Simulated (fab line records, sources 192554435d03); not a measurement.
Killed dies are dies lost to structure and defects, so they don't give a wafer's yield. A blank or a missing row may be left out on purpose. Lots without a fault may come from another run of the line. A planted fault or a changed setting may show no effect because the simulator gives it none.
Split-lot experiment | flow n5_finfet | 7 lots, 39 wafers read, on a route of 1938 steps

THE SPLIT
At N5_DUMMY_GATE_EXPOSE_12 (exposes mask GATE, target cd 25 nm), the setting dose_mj was moved away from the recipe's 34 on 12 of the 39 wafers read, by -7.4% to +6.9%. The other wafers ran this setting at the recipe's value.

FROM THE SPLIT TO THE READING: what the file shows between them, 2 steps
- N5_DUMMY_GATE_PEB_13: peb time 60 s
- N5_DUMMY_GATE_DEVELOP_14: develop time 30 s

THE READING
cd_nm, in nm, at N5_DUMMY_GATE_CD_MEAS_15 (target cd 25.8 nm). Fault-free wafers of this fab line usually give 25.05 nm, standard deviation 0.24 nm.

wafer  | tool, chamber at the split | dose_mj as run | against the recipe | cd_nm, nm | against lot-mates on the recipe
L074.1 | euv_scanner-01, 0          | 34             | recipe             | 25.11     | -
L074.2 | euv_scanner-01, 0          | 34             | recipe             | 24.79     | -
L074.3 | euv_scanner-01, 0          | 34             | recipe             | 24.89     | -
L074.4 | euv_scanner-01, 0          | 34             | recipe             | 24.60     | -
L074.5 | euv_scanner-01, 0          | 34             | recipe             | 24.72     | -
L074.6 | euv_scanner-01, 0          | 34             | recipe             | 25.02     | -
L085.1 | euv_scanner-02, 0          | 31.52          | -7.3%              | 26.43     | +1.46
L085.2 | euv_scanner-02, 0          | 31.52          | -7.3%              | 26.72     | +1.75
L085.3 | euv_scanner-02, 0          | 34             | recipe             | 24.96     | -
L085.4 | euv_scanner-02, 0          | 34             | recipe             | 25.10     | -
L085.5 | euv_scanner-02, 0          | 31.52          | -7.3%              | 26.28     | +1.31
L085.6 | euv_scanner-02, 0          | 34             | recipe             | 24.86     | -
L091.1 | euv_scanner-01, 0          | 34             | recipe             | 25.22     | -
L091.4 | euv_scanner-01, 0          | 34             | recipe             | 24.80     | -
L091.6 | euv_scanner-01, 0          | 34             | recipe             | 24.91     | -
L092.1 | euv_scanner-02, 0          | 34             | recipe             | 25.14     | -
L092.2 | euv_scanner-02, 0          | 34             | recipe             | 25.38     | -
L092.3 | euv_scanner-02, 0          | 34             | recipe             | 24.97     | -
L092.4 | euv_scanner-02, 0          | 34             | recipe             | 24.93     | -
L092.5 | euv_scanner-02, 0          | 34             | recipe             | 25.35     | -
L092.6 | euv_scanner-02, 0          | 34             | recipe             | 25.05     | -
L095.1 | euv_scanner-02, 0          | 34             | recipe             | 24.88     | -
L095.2 | euv_scanner-02, 0          | 34             | recipe             | 25.32     | -
L095.3 | euv_scanner-02, 0          | 31.49          | -7.4%              | 26.56     | +1.32
L095.4 | euv_scanner-02, 0          | 31.49          | -7.4%              | 26.58     | +1.34
L095.5 | euv_scanner-02, 0          | 31.49          | -7.4%              | 26.64     | +1.40
L095.6 | euv_scanner-02, 0          | 34             | recipe             | 25.53     | -
L096.1 | euv_scanner-02, 0          | 34.93          | +2.7%              | 24.74     | -0.38
L096.2 | euv_scanner-02, 0          | 34             | recipe             | 25.08     | -
L096.3 | euv_scanner-02, 0          | 34             | recipe             | 24.97     | -
L096.4 | euv_scanner-02, 0          | 34.93          | +2.7%              | 24.60     | -0.52
L096.5 | euv_scanner-02, 0          | 34.93          | +2.7%              | 24.94     | -0.18
L096.6 | euv_scanner-02, 0          | 34             | recipe             | 25.30     | -
L097.1 | euv_scanner-02, 0          | 36.34          | +6.9%              | 23.83     | -1.18
L097.2 | euv_scanner-02, 0          | 34             | recipe             | 25.01     | -
L097.3 | euv_scanner-02, 0          | 36.34          | +6.9%              | 23.66     | -1.35
L097.4 | euv_scanner-02, 0          | 34             | recipe             | 25.02     | -
L097.5 | euv_scanner-02, 0          | 34             | recipe             | 25.01     | -
L097.6 | euv_scanner-02, 0          | 36.34          | +6.9%              | 23.72     | -1.29

THE FIT
A straight line over all 39 wafers: cd_nm changes by -0.194 nm for each +1% of dose_mj; r = -0.96; the points scatter about the line by 0.21 nm.
The same after taking each lot's own level away (the mean of its wafers on the recipe; 39 wafers): -0.188 nm for each +1%; r = -0.97; scatter 0.17 nm.
On that fit, the largest move of dose_mj shifts the reading by 1.4 nm.
The lots' own levels span 24.855 to 25.243 nm, that is 1.6 times the standard deviation above.
So the lot-to-lot level changes the slope little: the two slopes agree.
Check: with one of the wafers moved furthest among these (-7.4%) left out of the fit, the line predicts +1.42 nm for it against its lot-mates. It came out at +1.32 nm against them.

OTHER SPLITS ON THESE WAFERS
These wafers also went through other splits before the reading. Each is held against what the fit with the lots' levels taken away leaves over:
other split on the same wafers | wafers away from the commonest value | r with cd_nm (lot level and that fit taken away)
N5_WELL_APT_EXPOSE_05 dose_mj  | 12                                   | -0.20
N5_DUMMY_GATE_HM_DEP_06 time_s | 18                                   | -0.03

THE WHOLE CHAIN: every reading that the file lists as answering this split, in the file's order
step                     | what it does                             | reading                                                           | change (the file's fit)               | r (the file's)
N5_DUMMY_GATE_CD_MEAS_15 | target cd 25.8 nm                        | cd_nm                                                             | -0.189 nm for each +1% of the setting | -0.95
N5_DUMMY_GATE_TRIM_49    | chemistry O2, time 29 s, target cd 14 nm | DUMMY_GATE.cd_nm (the simulator's own value, which no gauge read) | -0.178 nm for each +1% of the setting | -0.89

THE FILE'S OWN FIT
cd_nm changes by -0.189 nm for each +1% of dose_mj, r = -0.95.
